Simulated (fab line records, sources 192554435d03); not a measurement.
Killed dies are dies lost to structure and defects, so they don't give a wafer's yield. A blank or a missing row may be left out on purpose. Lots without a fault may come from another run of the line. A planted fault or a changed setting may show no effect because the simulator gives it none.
Chamber matching | flow n5_finfet | N5_MOL_CONTACT_COAG_ETCHBACK_135 on rie_diel-02: 4 sister chambers
The step etches SiO2 in CHF3, target depth 25 nm, time 16.7 s. 8 wafers are shown with their chamber, then 7 later ones without.

WAFERS WITH THEIR CHAMBER
wafer  | chamber | drypump_motor_current_A (A) | throttle_valve_pct (%)
L081.1 | 0       | 5.2                         | 18.18
L082.4 | 2       | 6.5                         | 18.86
L082.6 | 0       | 5.3                         | 18.20
L093.1 | 3       | 5.1                         | 19.23
L093.4 | 1       | 5.5                         | 18.97
L093.5 | 1       | 5.5                         | 18.97
L094.2 | 3       | 5.1                         | 19.24
L094.3 | 2       | 6.4                         | 18.89

WAFERS WITHOUT THEIR CHAMBER
wafer  | drypump_motor_current_A (A) | throttle_valve_pct (%)
L094.4 | 5.5                         | 18.96
L095.1 | 5.3                         | 18.25
L095.3 | 6.5                         | 18.88
L095.4 | 5.1                         | 19.24
L097.1 | 5.3                         | 18.26
L097.4 | 6.5                         | 18.89
L097.5 | 5.5                         | 18.99

WHICH CHAMBER EACH WENT THROUGH
wafer  | from the rows above | in truth
L094.4 | 1                   | 1
L095.1 | 0                   | 0
L095.3 | 2                   | 2
L095.4 | 3                   | 3
L097.1 | 0                   | 0
L097.4 | 2                   | 2
L097.5 | 1                   | 1
Placed correctly: 7 of 7. Can't be placed from these rows: 0. Placed wrongly: 0.
How it was worked out, from the rows above alone: a wafer's distance from a chamber is the root of the sum, over the readings, of the square of ((its reading less the chamber's mean) divided by the reading's scatter). The wafer belongs to the nearest chamber; if the next one is less than 2 further off, it can't be placed. A chamber's mean is the mean of its shown wafers. The scatter: the root of (the sum of the squares of (reading less its chamber's mean) over the shown wafers, divided by (wafers less chambers)).
